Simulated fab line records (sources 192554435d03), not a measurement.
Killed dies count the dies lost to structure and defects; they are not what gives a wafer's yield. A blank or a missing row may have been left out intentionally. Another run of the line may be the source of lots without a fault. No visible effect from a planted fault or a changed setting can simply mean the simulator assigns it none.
Chamber matching || flow n5Finfet || N5_BEOL_M0_ALD_136 on aldMetal-04 has 4 sister chambers
The step deposits TaN, pulse time 2 s, purge time 3 s, co reactant purge time 2 s. 4 wafers are shown with their chamber, then 7 later ones without.

EACH WAFER AND ITS CHAMBER
{"wafer": "L086.2", "chamber": 0, "heaterPowerW (W)": 443}
{"wafer": "L086.3", "chamber": 2, "heaterPowerW (W)": 415}
{"wafer": "L088.2", "chamber": 1, "heaterPowerW (W)": 489}
{"wafer": "L088.3", "chamber": 3, "heaterPowerW (W)": 403}

WAFERS WHOSE CHAMBER IS MISSING
{"wafer": "L088.5", "heaterPowerW (W)": 389}
{"wafer": "L091.2", "heaterPowerW (W)": 393}
{"wafer": "L091.4", "heaterPowerW (W)": 418}
{"wafer": "L091.5", "heaterPowerW (W)": 487}
{"wafer": "L097.1", "heaterPowerW (W)": 493}
{"wafer": "L097.2", "heaterPowerW (W)": 400}
{"wafer": "L097.3", "heaterPowerW (W)": 412}

WHICH CHAMBER EACH ONE RAN IN
{"wafer": "L088.5", "from the rows above": "can't be placed: 3 or 2", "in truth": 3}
{"wafer": "L091.2", "from the rows above": "can't be placed: 3 or 2", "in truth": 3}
{"wafer": "L091.4", "from the rows above": "can't be placed: 2 or 3", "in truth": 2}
{"wafer": "L091.5", "from the rows above": 1, "in truth": 1}
{"wafer": "L097.1", "from the rows above": 1, "in truth": 1}
{"wafer": "L097.2", "from the rows above": "can't be placed: 3 or 2", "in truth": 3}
{"wafer": "L097.3", "from the rows above": "can't be placed: 2 or 3", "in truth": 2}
Correctly placed: 2 of 7. Cannot be placed on the basis of these rows: 5; the candidates contain the true chamber in 5. Wrongly placed: 0.
How it was worked out, from the rows above alone: a wafer's distance from a chamber is the root of the sum, over the readings, of the square of ((its reading less the chamber's mean) divided by the reading's scatter). The wafer belongs to the nearest chamber; if the next one is less than 2 further off, it can't be placed. Each chamber's mean is taken over the wafers shown for it. The scatter (one wafer shown for each chamber): square how far every hidden wafer sits from the nearest shown wafer, average those squares and take the square root.
